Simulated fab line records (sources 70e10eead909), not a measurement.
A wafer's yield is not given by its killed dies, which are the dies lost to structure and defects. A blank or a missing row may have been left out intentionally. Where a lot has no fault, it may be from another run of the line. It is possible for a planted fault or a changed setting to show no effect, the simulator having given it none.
Which tool was responsible? ; flow nand-harc ; 18 wafers from 6 lots sampled at 3 of the route's 1302 steps

WHAT EACH GAUGE READ, for each wafer
NHARC_END_SORT_01.
lot;measured;on;killed-at-periphery
L823;day 25 01:04;prober-02;4 5 0
L827;day 25 23:28;prober-02;2 4 6
L831;day 28 16:52;prober-02;5 1 1
L830;day 29 09:04;prober-02;2 3 1
L836;day 29 17:14;prober-01;3 1 1

WHAT TOOL EACH LOT RAN ON (gives the tool, then ch and the chambers of the sampled wafers, and finally the start)
lot;NHARC_A_CONTACT_CVD_19;NHARC_A_BLC_ALD_23
L823;cvd-w-01 ch 0,1, day 23 07:12 or earlier;ald-metal-03 ch 0,1,2, day 23 09:07
L827;cvd-w-02 ch 0,1, day 24 01:50 or earlier;ald-metal-04 ch 0,2,3, day 24 03:47
L831;cvd-w-02 ch 0,1, day 26 20:47 or earlier;ald-metal-03 ch 0,1,2, day 26 22:46
L830;cvd-w-02 ch 0,1, day 27 05:52 or earlier;ald-metal-04 ch 0,1, day 27 07:47
L836;cvd-w-02 ch 0,1, day 27 22:05 or earlier;ald-metal-03 ch 0,1,3, day 28 00:07
L843;cvd-w-02 ch 0, day 31 11:44 or earlier;ald-metal-02 ch 0,3, day 31 13:39
- NHARC_A_CONTACT_CVD_19: deposits W, target thk 300 nm, time 802 s.
- NHARC_A_BLC_ALD_23: deposits TiN, target thk 3 nm, pulse time 1 s, ald cycles 150.

THE ANSWER, worked out from the rows above alone
Rule: usual is defined by the lots themselves. The widest of any qualifying gaps counts: lots, ordered by their means at a reading, are off when they make up no more than a third of the lots, leave a main group of 4 or more, and stand apart from it by 3 or more times the standard deviation of that group's means. A main group is skipped when, at the precision printed for the reading in the tables above, its means are all equal. A lot without any number at a reading at which 4 lots or more have one is off too. Any other lot the step has rows for is counted as sound.
Nothing can be told from this: no lot is off at any reading shown.

WHAT THE SIMULATOR HAD PUT IN
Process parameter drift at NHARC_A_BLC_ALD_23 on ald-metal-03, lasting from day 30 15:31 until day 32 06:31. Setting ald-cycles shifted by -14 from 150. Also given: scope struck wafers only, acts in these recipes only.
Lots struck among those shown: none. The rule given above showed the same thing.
